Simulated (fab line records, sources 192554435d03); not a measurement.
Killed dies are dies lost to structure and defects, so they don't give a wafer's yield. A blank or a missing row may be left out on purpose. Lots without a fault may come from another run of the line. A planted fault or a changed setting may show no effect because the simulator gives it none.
A struck lot beside a sound one | flow n5_finfet | 15 steps out of a route of 1938
Sound: wafers L363.2, L363.4, L363.5. Struck: wafers L375.4, L375.5. (L375.1 of the same lot was not struck and is left out.) The cause comes at the end.
At each step with rows: each side's tool, then ch and its chambers, then its first start. Under that, the readings that differ: sound wafers | struck wafers | difference of the means | sigmas: that difference in standard deviations of wafers without a fault.
alike: readings whose means differ by less than 2 such deviations, and words and numbers that are the same on both sides. not compared: withheld readings, readings that some wafer has no value for, bounds like >300 that may hide the same value, and numbers for which the record gives no deviation and whose values overlap.
The two part at a step that has a row with sigmas, a row that says differs or no value, or rows on one side only. Numbers that don't overlap but have no deviation are shown without sigmas and don't part them. A reading that every wafer of one side lacks parts them only if that side has two wafers or more.

first, 9 steps without rows for these wafers: N5_BEOL_M5_COAT_59 (time 60 s, resist thk 60 nm); N5_BEOL_M5_COAT_60 (time 60 s, resist thk 12 nm); N5_BEOL_M5_COAT_71 (time 60 s, resist thk 5 nm); N5_BEOL_M5_COAT_05 (resist thk 30 nm); N5_BEOL_M5_EBR_07; N5_BEOL_M5_SOFTBAKE_06 (time 60 s); N5_BEOL_M5_EXPOSE_08 (exposes mask M5, target cd 28 nm); N5_BEOL_M5_PEB_09 (peb time 60 s); N5_BEOL_M5_DEVELOP_10 (develop time 30 s).
N5_BEOL_M5_CD_MEAS_11: target cd 27.74 nm.
  sound on cd_sem-02 ch 0, day 7 22:19; struck on cd_sem-02 ch 0, day 11 05:47
  alike: cd_nm
N5_BEOL_M5_OVL_MEAS_12:
  sound on overlay-01 ch 0, day 7 22:21; struck on overlay-02 ch 0, day 11 05:49
  alike: M5_OVL
N5_BEOL_M5_INSPECT_13: inspects for defects (brightfield).
  sound on defect_inspect-02, day 7 22:25; struck on defect_inspect-02, day 11 05:53
  alike: raw_defect_count
N5_BEOL_M5_DESCUM_16: chemistry O2, time 7 s.
  sound on rie_diel-03 ch 0,2, day 7 22:26; struck on rie_diel-01 ch 0,2, day 11 05:55
  reading                                      | sound      | struck | difference | sigmas
  model.CAR-EUV_of_BEOL_M5_COAT_05.thk_nm (nm) | 26 26 26.2 | 27 27  | +1         |
  alike: drypump_motor_current_A, oes_product_au, rf_vpp_V, showerhead_plenum_p_Torr, throttle_valve_pct
  not compared: rf_hours_counter_h
N5_BEOL_M5_ETCH_72: etches underlayer in N2/H2, target depth 6.5 nm, time 5.2 s.
  sound on rie_diel-03 ch 0,2, day 7 22:28; struck on rie_diel-01 ch 0,2, day 11 05:56
  alike: bias_w, drypump_motor_current_A, etch_rf_on_time_s, oes_product_au, rf_vpp_V, showerhead_plenum_p_Torr, throttle_valve_pct
  not compared: rf_hours_counter_h
then, 1 step without rows for these wafers: N5_PASSIVATION_PROBE_49.

WHERE THEY PART
Nowhere in this record.

WHY: what the simulator had put in
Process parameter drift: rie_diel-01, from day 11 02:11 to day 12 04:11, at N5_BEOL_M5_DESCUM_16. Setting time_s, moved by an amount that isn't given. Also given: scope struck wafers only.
